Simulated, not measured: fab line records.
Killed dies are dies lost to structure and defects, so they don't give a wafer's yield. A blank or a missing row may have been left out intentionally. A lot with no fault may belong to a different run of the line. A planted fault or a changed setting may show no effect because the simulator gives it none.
A single fault, viewed from 2 desks / flow n5 finfet / what lay behind the numbers comes last; until then each desk has only its own

AT THE METROLOGY DESK
Means of the sampled wafers that have a number, per lot and without regard to the tool the lot ran on: this is what the gauges read. Marked OUT: a lot whose mean sits more than 4 standard deviations from the usual mean, which makes it out of limits; the brackets give that distance.
Columns: A = cd nm at N5_PASSIVATION_CD_MEAS_44, usual 40001 nm
lot=L592; first seen here=day 13 11:05; A=40004
lot=L594; first seen here=day 13 12:11; A=39994
lot=L595; first seen here=day 13 15:32; A=39995
lot=L596; first seen here=day 14 03:55; A=40013
lot=L604; first seen here=day 16 10:11; A=40005
lot=L606; first seen here=day 16 17:25; A=39999
lot=L608; first seen here=day 17 10:43; A=40001
lot=L609; first seen here=day 17 15:54; A=40002
lot=L611; first seen here=day 18 04:20; A=40002
lot=L613; first seen here=day 18 08:19; A=39992
lot=L612; first seen here=day 18 13:16; A=39996
This desk found nothing out of limits on any of the 11 lots.

AT THE TOOL OWNER'S DESK: pvd sputter-03
The tool's own readings at N5_BEOL_M5_SPUTTER_90 (material Cu, target thk 4.5 nm, time 8.29 s): means of the sampled wafers that have a number, for each lot that ran on this tool. Marked OUT: a lot whose mean sits more than 4 standard deviations from the usual mean, which makes it out of limits; the brackets give that distance.
Columns: A = throttle valve pct at N5_BEOL_M5_SPUTTER_90, usual 29.8 %
lot=L592; first seen here=day 9 02:07; A=30.3
lot=L594; first seen here=day 9 07:07; A=30.1
lot=L595; first seen here=day 9 13:32; A=30.0
lot=L596; first seen here=day 10 09:40; A=28.9
lot=L606; first seen here=day 12 14:10; A=30.0
lot=L608; first seen here=day 13 09:45; A=29.4
lot=L612; first seen here=day 14 13:31; A=29.9
This desk found nothing out of limits on any of the 7 lots.

TAKEN TOGETHER
Nothing out of limits was seen by the metrology desk.
The desk of the tool owner found nothing out of limits.

WHAT HAD BEEN PUT IN BY THE SIMULATOR
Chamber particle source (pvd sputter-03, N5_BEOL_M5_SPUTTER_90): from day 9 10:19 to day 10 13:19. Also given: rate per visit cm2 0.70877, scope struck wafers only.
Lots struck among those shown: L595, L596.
